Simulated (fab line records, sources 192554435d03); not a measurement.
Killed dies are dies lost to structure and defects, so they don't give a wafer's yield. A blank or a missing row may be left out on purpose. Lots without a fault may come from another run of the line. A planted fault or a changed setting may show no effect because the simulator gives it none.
fab line records | flow n5_finfet
record lots=7 wafers=21
route steps=1938 shown SD_EPI_P@296 SD_ACTIVATION@330 HKMG_FIN@438 GATE_CUT@510 MOL_CONTACT_COAG@563 BEOL_M0_SAQP@676
start_h: hours from the record's first day to the start of the lot's first wafer shown | wait_h: hours since the lot's step before | " the same as in the row above | L1.1+2: a row that stands for several wafers | - no value, or no start given | * or withheld: withheld | < > ~ a bound
route shown NAME@n: a module of which the file shows steps, and the number in the route of the first | usual: mean/standard deviation of fault-free wafers | same: alike in all rows | chamber/n: place in a boat | sites: the reading at each site | _std_site: their standard deviation | _edge_site: outer sites' mean less inner sites' | radius_mm: how far each site lies from the wafer's centre | mask NAME#n: copy n | behind: the tool/chamber that last shaped the wafer | hold: why the lot was held/for how many hours/how that ended | device: the transistor (n, p or np) that didn't switch | end of line: the same wafers' tests at the end of the route | a step without rows: its recipe alone | killed: dies lost to structure and defects at the first sort, not the wafer's yield | map: a wafer's dies, x killed, . not, _ none there
set.NAME: the setting as run; set.NAME@STEP: as run at that earlier step | model.NAME: the simulator's own value behind a step, which no gauge read
lots whose settings were changed on purpose; a table a step, a row a wafer
## steps
# step N5_SD_EPI_P_COAT_35
# recipe resist=SiARC temp_c=220 time_s=60 spin_rpm=1500 resist_thk_nm=35
# columns lot.wafer tool chamber start_h wait_h set.spin_rpm model.SiARC_of_SD_EPI_P_COAT_35.thk_nm
L078.2+5+6 litho_track-01 0 - - 1500 35
L081.1 litho_track-02 0 - - 1344 37.2
L081.4+5 " 0 " " 1500 35.2
L083.1+3 litho_track-02 0 - - 1500 35.2
L083.2 " 0 " " 1409 36.2
L088.4 litho_track-03 0 - - 1500 35
L088.5 " 0 " " 1576 34
L088.6 " 0 " " 1576 34.2
L089.2 litho_track-01 0 - - 1638 33.6
L089.3 " 0 " " 1500 35.2
L089.5 " 0 " " 1638 33.8
L090.1+2 litho_track-03 0 - - 1500 35
L090.4 " 0 " " 1500 35.2
L093.1+2+6 litho_track-03 0 - - 1500 35
# step N5_SD_EPI_P_COAT_03
# recipe resist=CAR-ArF-block spin_rpm=1500 resist_thk_nm=150
# step N5_SD_EPI_P_EBR_05
# recipe solvent=PGMEA ebr_width_mm=1.5
# step N5_SD_EPI_P_DESCUM_14
# recipe chemistry=O2 time_s=7.9 source_power_w=50 bias_power_w=20 pressure_mtorr=20 rf_frequency_hz=2.712e+07 temp_c=40 resist=CAR-ArF-block o2_flow_sccm=225
# step N5_SD_EPI_P_ETCH_36
# recipe chemistry=CF4 target=SiARC target_depth_a=455 mask_material=CAR-ArF-block time_s=75.8 ion_energy_ev=80 pressure_mtorr=40 source_w=545 bias_w=36 Ar_flow_sccm=100 cf4_flow_sccm=100 ends=cleared
# columns lot.wafer tool chamber start_h wait_h set.spin_rpm@SD_EPI_P_COAT_35 model.etch.depth_nm model.CAR-ArF-block_of_SD_EPI_P_COAT_03.thk_nm
L078.2 rie_diel-04 0 84.71 0.0 1500 35.03 112.4
L078.5 " 2 " " 1500 34.99 112.4
L078.6 " 3 " " 1500 34.94 111.6
L081.1 rie_diel-03 3 97.37 0.0 1344 37.24 108.6
L081.4 " 1 " " 1500 35.24 110.6
L081.5 " 0 " " 1500 35.23 111
L083.1 rie_diel-03 1 107.94 0.0 1500 35.17 110.8
L083.2 " 2 " " 1409 36.13 110
L083.3 " 3 " " 1500 35.14 110.6
L088.4 rie_diel-03 0 137.54 0.0 1500 35.03 111.4
L088.5 " 0 " " 1576 34.01 111.8
L088.6 " 1 " " 1576 34.14 111.6
L089.2 rie_diel-02 1 147.49 0.0 1638 33.6 112
L089.3 " 0 " " 1500 35.22 110.6
L089.5 " 1 " " 1638 33.7 112
L090.1 rie_diel-03 1 158.84 0.0 1500 35.06 111.2
L090.2 " 3 " " 1500 35.05 110.8
L090.4 " 0 " " 1500 35.12 110.4
L093.1 rie_diel-02 1 171.75 0.0 1500 34.93 110.6
L093.2 " 0 " " 1500 35.06 111
L093.6 " 1 " " 1500 34.97 110.4
# step N5_SD_EPI_P_ETCH_37
# recipe chemistry=N2/H2 target=SOC overetch_a=1080 mask_material=SiARC temp_c=40 ion_energy_ev=100 source_w=3000 bias_w=133 pressure_mtorr=20 time_s=486 n2_flow_sccm=200 h2_flow_sccm=200 ends=end_point
# step N5_SD_EPI_P_STRIP_38
# recipe chemistry=N2/H2 temp_c=40 n2_flow_sccm=200 h2_flow_sccm=200 rf_frequency_hz=6e+07
# step N5_SD_EPI_P_EPI_21
# recipe material=SiGe:B dopant=B temp_c=550 pressure_torr=20 ambient=H2 time_s=355
# step N5_SD_EPI_P_HM_STRIP_48
# recipe chemistry=H3PO4 temp_c=160 material=SiNx target=SiNx target_depth_a=30 overetch_fraction=0.3
# columns lot.wafer tool chamber start_h wait_h set.temp_c@SD_EPI_N_EPI_21 model.Si-P_of_SD_EPI_N_EPI_21.thk_nm
L078.2+6 wet_bench-05 3,2 89.10 0.0 680 57.6
L078.5 " 7 " " 680 58.4
L081.1 wet_bench-05 5 100.92 0.0 675.6 55.2
L081.4 " 4 " " 680 59
L081.5 " 1 " " 680 58.8
L083.1 wet_bench-02 6 112.35 0.0 680 58.6
L083.2+3 " 0,5 " " 681.9 60
L088.4 wet_bench-03 6 141.09 0.0 680 58.8
L088.5+6 " 2,1 " " 681.5 60
L089.2 wet_bench-03 1 151.03 0.0 680 57.8
L089.3 " 4 " " 680 57.6
L089.5 " 2 " " 680 58.2
L090.1 wet_bench-05 5 162.38 0.0 678.2 57.6
L090.2+4 " 0,2 " " 680 59.4
L093.1+2 wet_bench-02 2,3 175.30 0.0 682.6 61
L093.6 " 5 " " 680 58
# step N5_SD_EPI_P_SRD_49
# recipe dry=ipa_marangoni time_s=30 temp_c=23 rinse_liquid=diw
# step N5_SD_EPI_P_PRECLEAN_24
# recipe chemistry=O3/DIW time_s=45 temp_c=22 o3_ppm=10
# columns lot.wafer tool chamber start_h wait_h set.temp_c@SD_EPI_N_EPI_21 model.Si-P_of_SD_EPI_N_EPI_21.thk_nm
L078.2+6 wet_bench-05 3,2 89.17 0.0 680 57.4
L078.5 " 7 " " 680 58.4
L081.1 wet_bench-05 5 100.99 0.0 675.6 55
L081.4 " 4 " " 680 58.8
L081.5 " 1 " " 680 58.6
L083.1 wet_bench-02 6 112.49 0.0 680 58.4
L083.2 " 0 " " 681.9 60
L083.3 " 5 " " 681.9 59.8
L088.4 wet_bench-03 6 141.16 0.0 680 58.6
L088.5+6 " 2,1 " " 681.5 59.8
L089.2 wet_bench-03 1 151.10 0.0 680 57.6
L089.3 " 4 " " 680 57.4
L089.5 " 2 " " 680 58
L090.1 wet_bench-05 5 162.45 0.0 678.2 57.4
L090.2+4 " 0,2 " " 680 59.2
L093.1 wet_bench-02 2 175.37 0.0 682.6 60.8
L093.2 " 3 " " 682.6 61
L093.6 " 5 " " 680 57.8
# step N5_SD_EPI_P_PRECLEAN_32
# recipe chemistry=dHF time_s=10 dilution=500:1 temp_c=25
# step N5_SD_EPI_P_PRECLEAN_33
# recipe chemistry=SC2 time_s=45 temp_c=35 mix=1:1:50
# step N5_SD_ACTIVATION_RTA_00
# recipe temp_c=975 time_s=0 ambient=N2 idle_temp_c=600 ramp_up_c_per_s=150 ramp_down_c_per_s=60 cool_to_c=600
# step N5_SD_ACTIVATION_LSA_01
# recipe temp_c=1080 time_s=0.0008 ambient=N2
# step N5_SD_ACTIVATION_RS_MEAS_03
# recipe thk_meas_gauge=four-point-probe
# usual RS_SD_N=21.9/0.34 RS_SD_P=55.9/0.85
# columns lot.wafer tool chamber start_h wait_h set.temp_c@SD_EPI_N_EPI_21 RS_SD_N[ohm/sq] RS_SD_P[ohm/sq]
L078.2 film_metro-01 - 89.73 0.2 680 22.1 55.8
L078.5 " - " " 680 21.9 55.6
L078.6 " - " " 680 22.1 55.6
L081.1 film_metro-02 - 101.49 0.2 675.6 23.1 55.3
L081.4 " - " " 680 22.0 55.8
L081.5 " - " " 680 22.1 55.9
L083.1 film_metro-01 - 113.23 0.2 680 22.1 55.5
L083.2 " - " " 681.9 21.3 55.6
L083.3 " - " " 681.9 21.2 55.6
L088.4 film_metro-02 - 141.87 0.1 680 21.6 54.3
L088.5 " - " " 681.5 21.6 54.2
L088.6 " - " " 681.5 21.3 54.8
L089.2 film_metro-02 - 151.62 0.2 680 22.2 56.3
L089.3 " - " " 680 22.1 56.9
L089.5 " - " " 680 22.0 55.9
L090.1 film_metro-01 - 162.98 0.2 678.2 21.9 57.2
L090.2 " - " " 680 21.2 56.3
L090.4 " - " " 680 21.6 56.4
L093.1 film_metro-02 - 175.87 0.2 682.6 20.8 56.5
L093.2 " - " " 682.6 20.8 55.1
L093.6 " - " " 680 21.9 55.8
# step N5_HKMG_FIN_ETCH_35
# recipe chemistry=N2/H2 target=SOC target_depth_a=2158 ion_energy_ev=65 bias_w=5 source_w=3000 time_s=243.4 pressure_mtorr=30 n2_flow_sccm=200 h2_flow_sccm=200
# usual rf_vpp_V=141.1/1.3
# columns lot.wafer tool chamber start_h wait_h set.bias_w rf_vpp_V
L078.2 rie_diel-01 0 107.20 0.0 5 142.1
L078.5 " 1 " " 5 141.6
L078.6 " 0 " " 5 141.9
L081.1 rie_diel-01 3 119.88 0.0 5 139.7
L081.4 " 1 " " 5.743 154.7
L081.5 " 2 " " 5 142.1
L083.1 rie_diel-01 2 130.47 0.0 5 141.8
L083.2 " 3 " " 5.678 154.0
L083.3 " 0 " " 5.678 154.9
L088.4 rie_diel-06 2 159.07 0.0 5 139.5
L088.5 " 1 " " 5 139.1
L088.6 " 2 " " 5 138.9
L089.2 rie_diel-06 2 168.72 0.0 4.568 133.0
L089.3 " 0 " " 5 141.5
L089.5 " 2 " " 4.568 131.0
L090.1 rie_diel-01 1 179.46 0.0 5 140.6
L090.2 " 3 " " 4.497 132.1
L090.4 " 0 " " 4.497 132.2
L093.1 rie_diel-01 0 193.51 0.0 5 142.4
L093.2 " 1 " " 5 142.1
L093.6 " 1 " " 5.232 146.1
# step N5_GATE_CUT_ALD_22
# recipe material=SiNx target_thk_a=160 temp_c=400 ald_precursor_family=SiH2I2 ald_co_reactant=N2/H2-plasma pulse_time_s=1 ald_cycles=320 purge_time_s=2 co_reactant_purge_time_s=2 pressure_torr=2
# columns lot.wafer tool chamber start_h wait_h set.ald_cycles model.SiNx_of_GATE_CUT_ALD_22.thk_nm
L078.2+5+6 ald_sin-01 2,0,3 117.20 0.0 320 16
L081.1 ald_sin-01 3 128.97 0.1 283 14
L081.4+5 " 2,1 " " 320 16
L083.1+3 ald_sin-01 2,0 140.39 0.8 320 16
L083.2 " 3 " " 369 18.4
L088.4+6 ald_sin-03 0 168.02 0.0 320 16.2
L088.5 " 3 " " 320 16
L089.2+3 ald_sin-03 3,1 177.98 0.4 371 18.6
L089.5 " 3 " " 320 16
L090.1+2+4 ald_sin-03 1,0,3 188.37 0.0 320 16
L093.1+2 ald_sin-01 2,3 202.86 0.3 320 16
L093.6 " 0 " " 302 15.2
# step N5_MOL_CONTACT_COAG_PECVD_31
# recipe material=SiO2 target_thk_a=460 temp_c=400 precursor=TEOS/O2 pressure_torr=6.5 rf_w=withheld teos_flow_sccm=withheld gas=O2 flow_sccm=2650 time_s=8.9
# columns lot.wafer tool chamber start_h wait_h set.temp_c model.SiO2_of_MOL_CONTACT_COAG_PECVD_31.thk_nm
L078.2 pecvd-03 1 131.52 0.3 400 45.8
L078.5+6 " 1,0 " " 400 47
L081.1 pecvd-04 2 141.71 0.3 400 46
L081.4 " 0 " " 400 46.6
L081.5 " 1 " " 384.4 50.6
L083.1 pecvd-04 1 150.95 0.3 400 45.6
L083.2 " 0 " " 400 45.8
L083.3 " 2 " " 417.4 40.8
L088.4 pecvd-03 0 179.45 0.3 400 45.8
L088.5 " 1 " " 400 46
L088.6 " 2 " " 400 46.4
L089.2 pecvd-01 1 191.06 0.3 400 45.2
L089.3 " 2 " " 400 46
L089.5 " 1 " " 400 46.2
L090.1 pecvd-04 1 199.73 0.3 400 46.4
L090.2 " 0 " " 400 45.4
L090.4 " 2 " " 400 46
L093.1 pecvd-04 0 215.08 0.3 400 45
L093.2 " 1 " " 400 45.2
L093.6 " 1 " " 400 45.6
# step N5_MOL_CONTACT_COAG_EXPOSE_81
# recipe mask_id=VG na=0.33 source_shape=annular sigma_inner=0.3 sigma_outer=0.7 polarization=unpolarized defocus_nm=0 dose_mj=59.5
# columns lot.wafer tool chamber start_h wait_h mask set.dose_mj
L078.2+5+6 euv_scanner-02 0 131.84 - VG#0 59.5
L081.1+4+5 euv_scanner-01 0 142.03 - VG#0 59.5
L083.1+3 euv_scanner-01 0 151.14 - VG#0 60.67
L083.2 " 0 " " VG#0 59.5
L088.4+6 euv_scanner-01 0 179.66 - VG#0 59.5
L088.5 " 0 " " VG#0 60.82
L089.2+3 euv_scanner-01 0 191.26 - VG#0 61.9
L089.5 " 0 " " VG#0 59.5
L090.1+2 euv_scanner-01 0 199.92 - VG#0 59.5
L090.4 " 0 " " VG#0 56.46
L093.1+2+6 euv_scanner-01 0 215.28 - VG#0 59.5
# step N5_MOL_CONTACT_COAG_PEB_82
# recipe peb_temp_c=100 peb_time_s=60 resist=CAR-EUV
# step N5_MOL_CONTACT_COAG_DEVELOP_83
# recipe develop_time_s=30 developer=TMAH resist=CAR-EUV rinse_liquid=surfactant_rinse dry=air_spin dev_temp_c=23
# step N5_MOL_CONTACT_COAG_CD_MEAS_84
# recipe target_cd_nm=25.1 landing_energy_ev=500 detector=se_inlens polarity=opening
# usual cd_nm=25.00/0.25
# columns lot.wafer tool chamber start_h wait_h set.dose_mj@MOL_CONTACT_COAG_EXPOSE_81 cd_nm
L078.2 cd_sem-02 0 131.98 - 59.5 25.32
L078.5 " 0 " " 59.5 24.85
L078.6 " 0 " " 59.5 25.28
L081.1 cd_sem-01 0 142.17 - 59.5 24.73
L081.4 " 0 " " 59.5 24.97
L081.5 " 0 " " 59.5 24.93
L083.1 cd_sem-01 0 151.29 - 60.67 25.28
L083.2 " 0 " " 59.5 24.55
L083.3 " 0 " " 60.67 25.48
L088.4 cd_sem-03 0 179.78 - 59.5 24.55
L088.5 " 0 " " 60.82 25.38
L088.6 " 0 " " 59.5 25.04
L089.2 cd_sem-02 0 191.40 - 61.9 25.93
L089.3 " 0 " " 61.9 25.99
L089.5 " 0 " " 59.5 25.05
L090.1 cd_sem-03 0 200.06 - 59.5 24.69
L090.2 " 0 " " 59.5 24.50
L090.4 " 0 " " 56.46 23.47
L093.1 cd_sem-03 0 215.42 - 59.5 24.90
L093.2 " 0 " " 59.5 25.26
L093.6 " 0 " " 59.5 25.24
# step N5_MOL_CONTACT_COAG_ETCHBACK_135
# recipe chemistry=CHF3 target=SiO2 target_depth_a=250 time_s=16.7 ion_energy_ev=200 pressure_mtorr=30 source_w=610 bias_w=170 Ar_flow_sccm=200 CHF3_flow_sccm=50
# step N5_MOL_CONTACT_COAG_STRIP_118
# recipe chemistry=CHF3 resist=SiARC rf_frequency_hz=6e+07
# step N5_MOL_CONTACT_COAG_VIA_ETCH_46
# recipe chemistry=C4F6/O2 target_depth_a=460 overetch_a=92 mask_material=SOC target=SiO2 bias_w=455 pressure_mtorr=10 time_s=40 source_w=325 Ar_flow_sccm=300 C4F6_flow_sccm=10 O2_flow_sccm=10 ion_energy_ev=575.3 ends=end_point
# columns lot.wafer tool chamber start_h wait_h set.temp_c@MOL_CONTACT_COAG_PECVD_31 model.etch.depth_nm
L078.2 rie_diel-01 0 132.71 0.0 400 45.81
L078.5 " 0 " " 400 46.92
L078.6 " 3 " " 400 46.96
L081.1 rie_diel-06 2 142.92 0.0 400 45.98
L081.4 " 0 " " 400 46.53
L081.5 " 3 " " 384.4 50.58
L083.1 rie_diel-01 1 151.88 0.0 400 45.56
L083.2 " 0 " " 400 45.8
L083.3 " 3 " " 417.4 40.83
L088.4 rie_diel-01 2 180.37 0.0 400 45.75
L088.5 " 0 " " 400 45.93
L088.6 " 3 " " 400 46.42
L089.2 rie_diel-06 2 193.06 0.0 400 45.28
L089.3 " 0 " " 400 45.92
L089.5 " 3 " " 400 46.27
L090.1 rie_diel-06 1 200.66 0.0 400 46.48
L090.2 " 0 " " 400 45.36
L090.4 " 2 " " 400 45.95
L093.1 rie_diel-01 2 216.28 0.0 400 45.05
L093.2 " 0 " " 400 45.13
L093.6 " 1 " " 400 45.63
# step N5_MOL_CONTACT_COAG_STRIP_96
# recipe chemistry=N2/H2 power_w=500 temp_c=40 pressure_mtorr=50 rf_frequency_hz=6e+07 overash_fraction=0.3 bias_power_w=28 h2_frac=0.5 n2_flow_sccm=300 h2_flow_sccm=300
# step N5_MOL_CONTACT_COAG_ETCH_47
# recipe chemistry=CH3F/O2 target=SiNx target_depth_a=270 mask_material=SiO2 stop_on=W over_etch_frac=0.2 ion_energy_ev=120 endpoint=OES-CN pressure_mtorr=30 source_w=395 bias_w=73 Ar_flow_sccm=150 CH3F_flow_sccm=30 O2_flow_sccm=20 ends=end_point
# step N5_MOL_CONTACT_COAG_PRECLEAN_144
# recipe chemistry=alkaline_clean temp_c=60 time_s=60 do_ppb=50
# step N5_MOL_CONTACT_COAG_SRD_145
# recipe dry=ipa_marangoni time_s=30 temp_c=23 rinse_liquid=diw
# step N5_MOL_CONTACT_COAG_CD_MEAS_137
# recipe target_cd_nm=16
# usual cd_nm=15.7/0.36
# columns lot.wafer tool chamber start_h wait_h set.dose_mj@MOL_CONTACT_COAG_EXPOSE_81 cd_nm
L078.2 cd_sem-01 - 133.04 0.0 59.5 16.0
L078.5 " - " " 59.5 15.7
L078.6 " - " " 59.5 15.7
L081.1 cd_sem-03 - 143.26 0.0 59.5 15.3
L081.4 " - " " 59.5 15.5
L081.5 " - " " 59.5 15.1
L083.1 cd_sem-03 - 152.22 0.0 60.67 16.2
L083.2 " - " " 59.5 15.8
L083.3 " - " " 60.67 15.8
L088.4 cd_sem-03 - 180.71 0.0 59.5 15.0
L088.5 " - " " 60.82 15.9
L088.6 " - " " 59.5 15.3
L089.2 cd_sem-03 - 193.39 0.0 61.9 16.2
L089.3 " - " " 61.9 16.3
L089.5 " - " " 59.5 15.8
L090.1 cd_sem-02 - 200.99 0.0 59.5 15.4
L090.2 " - " " 59.5 15.6
L090.4 " - " " 56.46 13.7
L093.1 cd_sem-02 - 216.61 0.0 59.5 15.8
L093.2 " - " " 59.5 15.8
L093.6 " - " " 59.5 15.7
# step N5_MOL_CONTACT_COAG_CVD_140
# recipe material=W target_thk_a=665 mode=selective_fill temp_c=300 time_s=215
# columns lot.wafer tool chamber start_h wait_h set.target_thk_a model.W_of_MOL_CONTACT_COAG_CVD_140.thk_nm
L078.2 cvd_w-02 1 135.19 0.1 665 68.2
L078.5 " 0 " " 665 68
L078.6 " 1 " " 665 67.4
L081.1 cvd_w-02 0 145.25 0.1 665 65.4
L081.4 " 0 " " 579.3 58
L081.5 " 0 " " 665 67
L083.1 cvd_w-02 0 153.74 0.1 665 66
L083.2 " 1 " " 665 67
L083.3 " 1 " " 665 66.4
L088.4 cvd_w-01 1 182.30 0.1 699.4 70
L088.5 " 0 " " 699.4 70.4
L088.6 " 1 " " 665 66.4
L089.2 cvd_w-01 0 194.91 0.1 665 67
L089.3 " 1 " " 728.7 73
L089.5 " 1 " " 665 66.6
L090.1+4 cvd_w-01 1,0 202.52 0.1 665 69
L090.2 " 0 " " 665 68.6
L093.1 cvd_w-02 1 218.39 0.1 665 67
L093.2 " 0 " " 665 67.4
L093.6 " 1 " " 665 67.6
# step N5_BEOL_M0_SAQP_SPACER2_ALD_26
# recipe material=SiO2 target_thk_a=150 temp_c=300 ald_precursor_family=BDEAS ald_co_reactant=O2-plasma pulse_time_s=1 purge_time_s=2 co_reactant_purge_time_s=2 pressure_torr=2
# columns lot.wafer tool chamber start_h wait_h set.target_thk_a model.SiO2_of_BEOL_M0_SAQP_SPACER2_ALD_26.thk_nm
L078.2+5+6 ald_sin-02 0,3,2 144.61 0.1 150 15
L081.1+4 ald_sin-02 1,0 155.50 0.1 150 15.2
L081.5 " 3 " " 150 15
L083.1+3 ald_sin-04 0,3 161.91 0.1 150 15
L083.2 " 2 " " 143.7 14.6
L088.4+6 ald_sin-03 1,0 192.57 0.1 150 15
L088.5 " 1 " " 141.2 14.2
L089.2 ald_sin-02 1 204.33 0.1 150 15
L089.3+5 " 3,2 " " 156.5 15.8
L090.1+4 ald_sin-03 1,3 211.78 0.1 161.6 16.2
L090.2 " 0 " " 150 15
L093.1+6 ald_sin-03 2,0 227.08 0.1 150 15
L093.2 " 1 " " 142.2 14.2
# step N5_BEOL_M0_SAQP_SPACER2_ETCHBACK_27
# recipe chemistry=CHF3/O2 mode=anisotropic_etchback target=SiO2 target_depth_a=225 time_s=11.25 pressure_mtorr=30 source_w=650 bias_w=170 Ar_flow_sccm=200 CHF3_flow_sccm=50 O2_flow_sccm=5 ion_energy_ev=200
# step N5_BEOL_M0_SAQP_MANDREL2_REMOVE_110
# recipe chemistry=HBr/Cl2/O2 bt_time_s=10 target=a-Si stop_on=SiCN endpoint=OES-SiCl over_etch_frac=1 icp_w=600 bias_w=30 HBr_flow_sccm=150 Cl2_flow_sccm=80 O2_flow_sccm=5 pressure_mtorr=10
# columns lot.wafer tool chamber start_h wait_h set.target_thk_a@BEOL_M0_SAQP_SPACER2_ALD_26 model.BEOL_M0_SAQP.cd_nm
L078.2 rie_si-05 3 145.25 0.1 150 15
L078.5+6 " 0,3 " " 150 15.2
L081.1+4 rie_si-02 0 156.13 0.1 150 15.2
L081.5 " 1 " " 150 15
L083.1+3 rie_si-05 2,3 162.69 0.1 150 15
L083.2 " 0 " " 143.7 14.6
L088.4+6 rie_si-03 1,3 193.20 0.1 150 15
L088.5 " 2 " " 141.2 13.8
L089.2 rie_si-05 3 204.96 0.1 150 15.2
L089.3+5 " 0 " " 156.5 15.8
L090.1 rie_si-02 3 212.62 0.1 161.6 16
L090.2 " 0 " " 150 15
L090.4 " 2 " " 161.6 16.4
L093.1 rie_si-03 2 227.99 0.1 150 14.8
L093.2 " 0 " " 142.2 14.2
L093.6 " 3 " " 150 15
## key
split step=N5_SD_EPI_P_COAT_35 setting=spin_rpm stated=1500 by=wafer
response step=N5_SD_EPI_P_COAT_35 reading=model.SiARC_of_SD_EPI_P_COAT_35.thk_nm change=-0.177 per=1% r=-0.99
response step=N5_SD_EPI_P_ETCH_36 reading=model.etch.depth_nm change=-0.181 per=1% r=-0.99
response step=N5_SD_EPI_P_ETCH_36 reading=model.CAR-ArF-block_of_SD_EPI_P_COAT_03.thk_nm change=+0.163 per=1% r=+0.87
split step=N5_HKMG_FIN_ETCH_35 setting=bias_w stated=5 by=wafer
response step=N5_HKMG_FIN_ETCH_35 reading=rf_vpp_V change=+0.933 per=1% r=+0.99
split step=N5_GATE_CUT_ALD_22 setting=ald_cycles stated=320 by=wafer
response step=N5_GATE_CUT_ALD_22 reading=model.SiNx_of_GATE_CUT_ALD_22.thk_nm change=+0.162 per=1% r=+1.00
split step=N5_MOL_CONTACT_COAG_PECVD_31 setting=temp_c stated=400 by=wafer
response step=N5_MOL_CONTACT_COAG_PECVD_31 reading=model.SiO2_of_MOL_CONTACT_COAG_PECVD_31.thk_nm change=-1.12 per=1% r=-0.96
response step=N5_MOL_CONTACT_COAG_VIA_ETCH_46 reading=model.etch.depth_nm change=-1.11 per=1% r=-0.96
split step=N5_MOL_CONTACT_COAG_EXPOSE_81 setting=dose_mj stated=59.5 by=wafer
response step=N5_MOL_CONTACT_COAG_CD_MEAS_84 reading=cd_nm change=+0.241 per=1% r=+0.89
response step=N5_MOL_CONTACT_COAG_CD_MEAS_137 reading=cd_nm change=+0.254 per=1% r=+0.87
split step=N5_MOL_CONTACT_COAG_CVD_140 setting=target_thk_a stated=665 by=wafer
response step=N5_MOL_CONTACT_COAG_CVD_140 reading=model.W_of_MOL_CONTACT_COAG_CVD_140.thk_nm change=+0.649 per=1% r=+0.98
split step=N5_BEOL_M0_SAQP_SPACER2_ALD_26 setting=target_thk_a stated=150 by=wafer
response step=N5_BEOL_M0_SAQP_SPACER2_ALD_26 reading=model.SiO2_of_BEOL_M0_SAQP_SPACER2_ALD_26.thk_nm change=+0.148 per=1% r=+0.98
response step=N5_BEOL_M0_SAQP_MANDREL2_REMOVE_110 reading=model.BEOL_M0_SAQP.cd_nm change=+0.154 per=1% r=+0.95
split outside_this_file step=N5_SD_EPI_N_EPI_21 setting=temp_c
# split outside_this_file: this setting was split too, and the file shows its column; the key of that split is in another file
